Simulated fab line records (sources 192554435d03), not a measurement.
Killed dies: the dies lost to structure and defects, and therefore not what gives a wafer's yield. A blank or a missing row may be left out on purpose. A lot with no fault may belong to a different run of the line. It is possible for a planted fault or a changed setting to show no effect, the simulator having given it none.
fab line records	flow n5Finfet	part 2 of 2: steps 19 to 28 of 28
record: lots: 5	wafers: 15	lastDay: 21
route steps=1938 shown FIN_CUT@158 STI_FIN_REVEAL@183
lots that met no fault: from a run of the same line without faults
startH: the number of hours between the record's first day and the start of the first shown wafer of the lot	waitH: hours since the lot's step before	" unchanged from the row above	L1.1+2: a single row standing in for several wafers	- value missing, or start not given	* or withheld: withheld	< > ~ a bound
route shown NAME@n: a module of which the file shows steps, and the number in the route of the first	usual: mean/standard deviation taken from wafers without a fault	same: alike in all rows	chamber/n: place in a boat	sites: the reading at each site	_std_site: the standard deviation of these	_edge_site: the outer-site mean with the inner-site mean subtracted	radiusMm: how far each site lies from the wafer's centre	mask NAME#n: copy n	behind: the last tool/chamber to shape the wafer	hold: cause of the lot's hold/its duration in hours/its outcome	device: the n, p or np transistor that did not switch	end of line: tests of these same wafers at the route's end	where a step has no rows: the recipe by itself	killed: not the wafer's yield, but the dies lost to structure and defects at the first sort	map: per-die view of a wafer (x killed, . not killed, _ where there is no die)
set.NAME: the run value of the setting; set.NAME@STEP: its run value at that earlier step	model.NAME: the simulator's own value behind a step, which no gauge read
lots at some steps of the route; a table a step, a row a wafer
services: a tool's chamber out of use, with start hour (startH, from the record's first day; less than 0 if before it), hours out, and reason
== steps ==
step: N5_FIN_CUT_CUT_ETCH_15
recipe: chemistry: HBr/Cl2/O2	target: Si	targetDepthA: 1000	btTimeS: 10	maskMaterial: SOC	timeS: 42.4	ionEnergyEv: *	biasW: *	pressureMtorr: 10	icpW: 800	HBr_flow_sccm: 150	Cl2_flow_sccm: 80	O2_flow_sccm: 12
usual: drypumpMotorCurrentA: 5.8/0.51	oesProductAu: 0.997/0.018	throttleValvePct: 37.3/0.35
same: btTimeS: 10
lot.wafer	tool	chamber	startH	waitH	drypumpMotorCurrentA	oesProductAu	rfHoursCounterH	throttleValvePct
L075.1	rieSi-05	3	34.22	0.1	5.4	1.018	76	37.5
L075.5	"	2	"	"	5.7	0.979	-	38.0
L075.6	"	1	"	"	5.0	0.977	-	36.9
L085.1	rieSi-02	1	95.83	0.1	6.1	0.994	145	37.7
L085.5	"	3	"	"	6.7	0.985	-	36.6
L085.6	"	1	"	"	6.1	0.998	-	37.7
L088.1	rieSi-05	3	110.66	0.1	5.4	1.015	77	37.5
L088.3	"	0	"	"	5.0	0.979	193	37.3
L088.4	"	1	"	"	5.0	0.982	31	36.9
L092.1	rieSi-04	1	136.33	0.1	5.3	1.007	194	37.2
L092.4	"	0	"	"	5.9	0.974	2	37.1
L092.6	"	1	"	"	5.4	1.020	-	37.3
L097.1	rieSi-05	1	165.83	0.1	5.0	0.979	32	36.9
L097.2	"	3	"	"	5.4	1.012	78	37.5
L097.3	"	2	"	"	5.7	0.978	150	38.0
step: N5_FIN_CUT_CUT_ETCH_28
recipe: chemistry: HBr/Cl2/O2	target: Si	targetDepthA: 60	maskMaterial: SOC	timeS: 2.4	ionEnergyEv: *	biasW: *	pressureMtorr: 10	icpW: 800	HBr_flow_sccm: 150	Cl2_flow_sccm: 80	O2_flow_sccm: 12
usual: drypumpMotorCurrentA: 5.8/0.52	oesProductAu: 0.996/0.018	throttleValvePct: 37.3/0.35
lot.wafer	tool	chamber	startH	waitH	drypumpMotorCurrentA	oesProductAu	rfHoursCounterH	throttleValvePct
L075.1	rieSi-05	3	34.27	0.0	5.4	1.018	76	37.5
L075.5	"	2	"	"	5.7	0.978	-	38.0
L075.6	"	1	"	"	5.0	0.980	-	36.9
L085.1	rieSi-02	1	95.89	0.0	6.1	1.001	145	37.7
L085.5	"	3	"	"	6.7	0.983	-	36.6
L085.6	"	1	"	"	6.1	1.004	-	37.7
L088.1	rieSi-05	3	110.72	0.0	5.4	1.017	77	37.5
L088.3	"	0	"	"	5.0	0.975	193	37.3
L088.4	"	1	"	"	5.0	0.982	31	36.9
L092.1	rieSi-04	1	136.38	0.0	5.4	1.018	194	37.2
L092.4	"	0	"	"	5.9	0.977	2	37.1
L092.6	"	1	"	"	5.4	1.015	-	37.3
L097.1	rieSi-05	1	165.88	0.0	5.0	0.977	32	36.9
L097.2	"	3	"	"	5.4	1.018	78	37.5
L097.3	"	2	"	"	5.7	0.972	150	38.0
step: N5_FIN_CUT_STRIP_22
recipe: chemistry: N2/H2	powerW: 500	tempC: 40	pressureMtorr: 50	rfFrequencyHz: 6e+07	overashFraction: 0.3	biasPowerW: 8	h2Frac: 0.5	n2FlowSccm: 300	h2FlowSccm: 300
usual: biasPowerW: 7.999/0.024	drypumpMotorCurrentA: 5.6/0.48	oesProductAu: 0.78/0.062	powerW: 500.0/1.5	rfVppV: 54.3/2.5	showerheadPlenumPTorr: 3.39/0.13	throttleValvePct: 19.1/0.53
lot.wafer	tool	chamber	startH	waitH	biasPowerW	drypumpMotorCurrentA	oesProductAu	powerW	rfHoursCounterH	rfVppV	showerheadPlenumPTorr	throttleValvePct
L075.1	rieDiel-06	0	34.34	0.0	8.017	5.8	0.83	497.6	92	51.6	3.41	19.2
L075.5	"	2	"	"	7.978	5.6	0.74	502.5	-	53.4	3.33	18.9
L075.6	"	1	"	"	7.995	5.5	0.85	501.0	-	53.9	3.53	18.2
L085.1	rieDiel-05	1	95.96	0.1	7.964	5.6	0.73	502.2	179	50.7	3.50	19.1
L085.5	"	1	"	"	7.963	5.6	0.73	500.6	-	55.4	3.50	19.2
L085.6	"	2	"	"	8.014	6.2	0.81	502.3	-	52.6	3.56	19.8
L088.1	rieDiel-02	2	110.78	0.0	8.008	5.1	0.74	502.2	195	53.6	3.47	19.0
L088.3	"	3	"	"	7.986	5.7	0.87	501.3	56	54.2	3.32	20.2
L088.4	"	1	"	"	8.006	6.4	0.85	497.8	62	55.8	3.54	18.5
L092.1	rieDiel-02	3	136.45	0.0	7.999	5.7	0.85	502.5	61	54.8	3.31	20.2
L092.4	"	2	"	"	7.985	5.0	0.73	502.0	201	54.9	3.46	19.0
L092.6	"	2	"	"	7.979	5.0	0.73	501.8	-	52.1	3.46	19.0
L097.1	rieDiel-06	0	165.95	0.0	8.024	5.8	0.79	502.3	120	54.6	3.40	19.3
L097.2	"	2	"	"	7.959	5.5	0.72	499.7	209	55.6	3.31	19.0
L097.3	"	1	"	"	7.989	5.6	0.82	499.0	70	57.1	3.51	18.2
step: N5_FIN_CUT_PRECLEAN_36
recipe: chemistry: O3/DIW	timeS: 60	tempC: 22	o3Ppm: 10
lot.wafer	tool	chamber	startH	waitH
L075.1+5+6	wetBench-06	4,5,7	34.41	-
L085.1+5+6	wetBench-05	0,1,2	96.03	-
L088.1+3+4	wetBench-04	6,7,5	110.85	-
L092.1+4+6	wetBench-05	1,4,3	136.54	-
L097.1+2+3	wetBench-06	2,4,5	166.02	-
step: N5_FIN_CUT_SRD_32
recipe: dry: ipaMarangoni	timeS: 30	tempC: 23	rinseLiquid: diw
lot.wafer	tool	chamber	startH	waitH
L075.1+5+6	wetBench-06	4,5,7	34.43	0.0
L085.1+5+6	wetBench-05	0,1,2	96.05	0.0
L088.1+3+4	wetBench-04	6,7,5	110.87	0.0
L092.1+4+6	wetBench-05	1,4,3	136.56	0.0
L097.1+2+3	wetBench-06	2,4,5	166.04	0.0
step: N5_FIN_CUT_UV_OZONE_34
recipe: timeS: 120	pressureTorr: 760	tempC: 25
lot.wafer	tool	chamber	startH	waitH
L075.1+5+6	wetBench-06	4,5,7	34.44	0.0
L085.1+5+6	wetBench-05	0,1,2	96.07	0.0
L088.1+3+4	wetBench-04	6,7,5	110.89	0.0
L092.1+4+6	wetBench-05	1,4,3	136.57	0.0
L097.1+2+3	wetBench-06	2,4,5	166.05	0.0
step: N5_FIN_CUT_INSPECT_17
recipe: inspectInstrument: brightfield	mode: aei
usual: rawDefectCount: 237/84
lot.wafer	tool	chamber	startH	waitH	rawDefectCount
L075.1	defectInspect-01	-	34.50	0.0	217
L075.5	"	-	"	"	236
L075.6	"	-	"	"	211
L085.1	defectInspect-01	-	96.12	0.0	414
L085.5	"	-	"	"	592
L085.6	"	-	"	"	449
L088.1	defectInspect-01	-	110.94	0.0	231
L088.3	"	-	"	"	140
L088.4	"	-	"	"	238
L092.1	defectInspect-02	-	136.63	0.0	469
L092.4	"	-	"	"	408
L092.6	"	-	"	"	316
L097.1	defectInspect-01	-	166.11	0.0	242
L097.2	"	-	"	"	131
L097.3	"	-	"	"	225
step: N5_STI_FIN_REVEAL_ALD_00
recipe: material: SiO2	targetThkA: 10	tempC: 300	aldPrecursorFamily: BDEAS	aldCoReactant: O2-plasma	pulseTimeS: 1	pressureTorr: 2
usual: heaterPowerW: 491/35	precursorPulseHeightRel: 0.999/0.019
lot.wafer	tool	chamber	startH	waitH	heaterPowerW	precursorPulseHeightRel
L075.1	aldSin-01	1	34.54	0.0	510	1.001
L075.5	"	1	"	"	502	0.986
L075.6	"	2	"	"	488	1.001
L085.1	aldSin-01	2	96.48	0.4	496	0.992
L085.5	"	2	"	"	495	1.030
L085.6	"	3	"	"	499	1.000
L088.1	aldSin-03	3	110.98	0.0	523	1.010
L088.3	"	2	"	"	469	1.036
L088.4	"	1	"	"	506	1.012
L092.1	aldSin-01	0	137.14	0.5	415	1.011
L092.4	"	3	"	"	513	0.956
L092.6	"	0	"	"	419	1.029
L097.1	aldSin-03	2	166.45	0.3	459	0.990
L097.2	"	3	"	"	518	0.998
L097.3	"	1	"	"	503	0.966
step: N5_STI_FIN_REVEAL_ALD_14
recipe: material: Si3N4	targetThkA: 30	tempC: 400	aldPrecursorFamily: SiH2I2	aldCoReactant: N2/H2-plasma	pressureTorr: 2
usual: heaterPowerW: 876/63
lot.wafer	tool	chamber	startH	waitH	heaterPowerW
L075.1	aldSin-01	1	34.59	0.0	903
L075.5	"	1	"	"	909
L075.6	"	2	"	"	891
L085.1	aldSin-01	2	96.53	0.0	872
L085.5	"	2	"	"	862
L085.6	"	3	"	"	894
L088.1	aldSin-03	3	111.03	0.0	939
L088.3	"	2	"	"	814
L088.4	"	1	"	"	891
L092.1	aldSin-01	0	137.19	0.0	708
L092.4	"	3	"	"	894
L092.6	"	0	"	"	741
L097.1	aldSin-03	2	166.50	0.0	823
L097.2	"	3	"	"	958
L097.3	"	1	"	"	892
step: N5_STI_FIN_REVEAL_FCVD_FILL_01
recipe: material: SiO2_flowable	targetThkA: 3120	tempC: 100	pressureTorr: 0.8	rfW: 2000	timeS: 512.2
lot.wafer	tool	chamber	startH	waitH
L075.1+5+6	fcvd-02	0,1,0	34.82	0.1
L085.1+5+6	fcvd-01	0,1,0	96.86	0.2
L088.1+3+4	fcvd-01	1,0,1	111.27	0.1
L092.1+4+6	fcvd-02	1,0,0	137.43	0.1
L097.1+2+3	fcvd-01	1,0,0	166.75	0.1
== services ==
tool	chamber	startH	hours	kind
euvScanner-02	-	31.13	4.6	pm
rieDiel-05	3	36.76	2.9	repair
euvScanner-01	-	40.20	1.0	pm
euvScanner-01	-	47.13	17.3	pm
rieSi-02	2	58.98	4.3	repair
euvScanner-01	-	64.43	4.6	pm
rieSi-05	-	66.79	14.3	repair
euvScanner-02	-	69.03	1.0	pm
rieSi-02	-	69.10	0.4	repair
aldSin-03	3	78.05	2.7	repair
rieSi-04	1	86.45	8.8	repair
fcvd-02	-	93.46	3.4	repair
rieDiel-05	-	95.09	0.1	repair
euvScanner-01	-	96.35	1.0	pm
euvScanner-02	-	96.37	0.3	repair
aldSin-03	0	102.01	11.3	repair
euvScanner-01	-	114.22	0.7	repair
euvScanner-02	-	115.54	0.6	repair
fcvd-01	0	119.00	8.2	repair
rieDiel-06	3	141.41	1.3	repair
rieSi-05	0	141.82	21.8	repair
euvScanner-01	-	152.50	1.0	pm
rieDiel-06	3	156.83	2.9	repair
aldSin-03	0	159.56	17.0	repair
